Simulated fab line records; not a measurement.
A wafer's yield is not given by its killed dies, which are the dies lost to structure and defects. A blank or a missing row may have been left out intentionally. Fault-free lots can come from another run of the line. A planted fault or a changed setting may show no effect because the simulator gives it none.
A lot that was struck, set against a sound lot + flow n5-finfet + 15 out of 1938 route steps
Sound: these wafers, L479.1, L479.2, L479.5. Struck: wafer L477.2 (left out: L477.5, L477.6 of the same lot, which were not struck); the cause appears at the end.
Per side, at each step with rows, come the tool, then ch with its chambers, and then its first start. Under that, the readings that differ: sound wafers + struck wafers + difference of the means + sigmas: that difference in standard deviations of wafers without a fault.
alike: readings with means less than 2 such deviations apart, plus words and numbers identical on both sides. not compared: withheld readings, readings lacking a value on some wafer, bounds such as >300 that could conceal the same value, and numbers that have no deviation in the record and whose values overlap.
Wherever a step has rows on one side only, a row that says differs or no value, or a row with sigmas, the two part there. Numbers that don't overlap but have no deviation are shown without sigmas and don't part them. A reading missing from all wafers of one side parts the sides only when that side holds two or more wafers.

N5_FIN_CUT_PRECLEAN_35: cleans in vHF, time 13.3 s.
  sound on vapor-etch-01 ch 0,1, day 6 09:13; struck on vapor-etch-02 ch 0, day 5 21:10
  alike: drypump-motor-current-A
N5_FIN_CUT_CUT_ETCH_15: etches Si in HBr/Cl2/O2, target depth 100 nm, bt time 10 s, time 42.4 s.
  sound on rie-si-06 ch 0,2,3, day 6 09:18; struck on rie-si-04 ch 3, day 5 21:14
  alike: HBr_flow_sccm, chamber-pressure-mTorr, drypump-motor-current-A, oes_o_777_au, oes-product-au, throttle-valve-pct
  not compared: rf-hours-counter-h
N5_FIN_CUT_CUT_ETCH_28: etches Si in HBr/Cl2/O2, target depth 6 nm, time 2.4 s.
  sound on rie-si-06 ch 0,2,3, day 6 09:21; struck on rie-si-04 ch 3, day 5 21:17
| reading                        | sound                | struck | difference | sigmas |
|--------------------------------|----------------------|--------|------------|--------|
| chamber-pressure-mTorr (mTorr) | 10.003 10.004 10.012 | 9.986  | -0.020     | -3     |
  alike: HBr_flow_sccm, drypump-motor-current-A, oes_o_777_au, oes-product-au, throttle-valve-pct
  not compared: rf-hours-counter-h
N5_FIN_CUT_STRIP_22: strips in N2/H2.
  sound on rie-diel-06 ch 0,1, day 6 09:25; struck on rie-diel-01 ch 2, day 5 21:32
| reading                     | sound       | struck | difference | sigmas |
|-----------------------------|-------------|--------|------------|--------|
| drypump-motor-current-A (A) | 6.6 6.5 6.5 | 5.4    | -1.1       | -3     |
  alike: bias-power-w, chamber-pressure-mTorr, oes-product-au, rf-vpp-V, showerhead-plenum-p-Torr, throttle-valve-pct
  not compared: rf-hours-counter-h
then, 3 steps without rows for these wafers: N5_FIN_CUT_PRECLEAN_36 (cleans in O3/DIW, time 60 s); N5_FIN_CUT_SRD_32 (time 30 s); N5_FIN_CUT_UV_OZONE_34 (time 120 s).
N5_FIN_CUT_INSPECT_17: inspects for defects (brightfield).
  struck on defect-inspect-02, day 5 21:42; sound on defect-inspect-01, day 6 09:39
  alike: raw-defect-count
N5_STI_FIN_REVEAL_ALD_00: deposits SiO2, target thk 1 nm, pulse time 1 s.
  sound on ald-sin-04 ch 0,1, day 6 09:41; struck on ald-sin-04 ch 2, day 5 21:44
  alike: heater-power-w, precursor-pulse-height-rel
then, 3 steps without rows for these wafers: N5_STI_FIN_REVEAL_ALD_14 (deposits Si3N4, target thk 3 nm); N5_STI_FIN_REVEAL_FCVD_FILL_01 (material SiO2 flowable, target thk 312 nm, time 512.2 s); N5_STI_FIN_REVEAL_DENSIFY_02 (time 1800 s).
N5_STI_FIN_REVEAL_CMP_04: polishes, stops on Si3N4, t overpolish 4 s, target thk 131.83 nm.
  sound on cmp-04 ch 1,2,3, day 6 14:46; struck on cmp-02 ch 1, day 6 03:30
| reading                | sound      | struck | difference | sigmas |
|------------------------|------------|--------|------------|--------|
| time-to-endpoint-s (s) | 104 105 88 | 229    | +130       | +17    |
  alike: motor-current-A, overpolish-run-s
N5_STI_FIN_REVEAL_THK_MEAS_05:
  struck on film-metro-01, day 6 03:43; sound on film-metro-01, day 6 15:04
| reading     | sound             | struck | difference | sigmas |
|-------------|-------------------|--------|------------|--------|
| thk-nm (nm) | 130.4 131.5 128.4 | 135.0  | +4.9       | +3     |
then, 1 step without rows for these wafers: N5_PASSIVATION_PROBE_49.

WHERE THEY PART
At N5_FIN_CUT_CUT_ETCH_28 first; at N5_STI_FIN_REVEAL_THK_MEAS_05 last (within this record only).

WHY: whatever the simulator had introduced
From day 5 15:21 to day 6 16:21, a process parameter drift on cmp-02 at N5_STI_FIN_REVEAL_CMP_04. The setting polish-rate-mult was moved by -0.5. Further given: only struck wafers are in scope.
